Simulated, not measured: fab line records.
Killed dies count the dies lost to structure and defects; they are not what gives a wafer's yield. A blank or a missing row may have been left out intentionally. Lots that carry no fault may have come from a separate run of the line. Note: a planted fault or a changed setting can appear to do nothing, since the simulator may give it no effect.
Problem report in the 8D (eight disciplines) form, filled by code :: flow n5 finfet :: the parts of the form that need people (team, actions taken, sign-off) are left out

== 1. PROBLEM STATEMENT ==
Wafers with no fault read 30.4 s with a standard deviation of 0.68, whereas barrier field endpoint s at N5_BEOL_M13_CMP_49 reads a mean of 43.2 s on 1 wafer of 1 lot. Measured from the usual mean, that is +19 standard deviations.
The step: polishes, stops on SiOC, t overpolish 17.1 s, target thk 420 nm.
First seen on wafer L512.6, day 14 22:30, on cmp-01. At this step, 29 wafers from 11 lots have a number in the record. By rule, "out" or "out of limits" means more than 4 standard deviations away from the usual mean. The other wafers with a number count as sound.

== 2. WHAT IT IS, WHAT IT ISN'T ==
question: which readings at this step
is: barrier field endpoint s
is not: motor current A

question: which lots
is: L512
is not: L503, L506, L507, L509, L510, L511, L513, L514, L523, L525

question: which wafers of those lots
is: L512.6
is not: L512.3

question: read on which tools
is: cmp-01
is not: cmp-03, cmp-04

question: when
is: from day 14 22:30
is not: up to then (22 sound wafers); but 6 sound wafers of L523, L525 came after

== 3. SUSPECTS, AND WHAT RULES EACH OUT ==
Counting: any tool at a process step up to the reading remains a suspect provided it ran every lot that is out. Sound lots after the first of them don't rule it out here, since some wafers of a struck lot are sound.
- rie diel-03 at N5_BEOL_M13_DESCUM_33 (chemistry O2, time 7.9 s): kept. It ran the lot that is out, L512 (day 14 17:14); its last sound lot up to then is L514 (day 14 11:16).
- pvd sputter-02 at N5_BEOL_M13_DEGAS_41 (time 60 s): kept. It ran the lot that is out, L512 (day 14 21:14); its last sound lot up to then is L514 (day 14 15:41).
- pvd sputter-02 at N5_BEOL_M13_SPUTTER_43 (material TaN, target thk 15 nm, time 24.19 s): kept. It ran the lot that is out, L512 (day 14 21:19); its last sound lot up to then is L514 (day 14 15:46).
- cmp-01 at N5_BEOL_M13_CMP_49 (polishes, stops on SiOC, t overpolish 17.1 s, target thk 420 nm): kept. It ran the lot that is out, L512 (day 14 22:30); its last sound lot up to then is L511 (day 14 07:52). On those wafers its own readings are out: barrier field endpoint s.
Left after counting: rie diel-03 at N5_BEOL_M13_DESCUM_33, pvd sputter-02 at N5_BEOL_M13_DEGAS_41, pvd sputter-02 at N5_BEOL_M13_SPUTTER_43, cmp-01 at N5_BEOL_M13_CMP_49.

== 4. THE CAUSE (what the simulator had put in) ==
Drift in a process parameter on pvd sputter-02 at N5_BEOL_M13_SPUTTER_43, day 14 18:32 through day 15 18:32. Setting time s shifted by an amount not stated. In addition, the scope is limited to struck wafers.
4 suspects survive the count, and this tool is in that group.

== 5. SEQUENCE OF EFFECTS, ordered by route ==
Each row: a reading whose mean over the struck wafers that have a number lies more than 3 standard deviations from the usual. Scope: only readings with a usual standard deviation given in the record; hours: median across lots of the time from each lot's start at the first step in this table that gives one to its start at this step; sigmas: change in usual standard deviations.
hours: 0
step: N5_BEOL_M13_CMP_49
reading: barrier field endpoint s
usual: 30.4 s
on struck wafers: 43.2
change: +12.8
sigmas: +19
The process steps in it:
- N5_BEOL_M13_CMP_49: polishes, stops on SiOC, t overpolish 17.1 s, target thk 420 nm.

== 6. WHAT WOULD HAVE CAUGHT IT SOONER ==
In this record no reading fell out of limits until day 14 22:30, 4 hours after the fault had begun at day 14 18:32.
No tool reading at N5_BEOL_M13_SPUTTER_43 that has a usual standard deviation in the record was out on any struck wafer, so an alarm limit of 4 standard deviations on those readings would not have fired.
By day 14 22:30 the whole set of lots that are out, 1 in number, had already begun N5_BEOL_M13_SPUTTER_43 on pvd sputter-02. Tool hold at that time: it would have spared none of them.
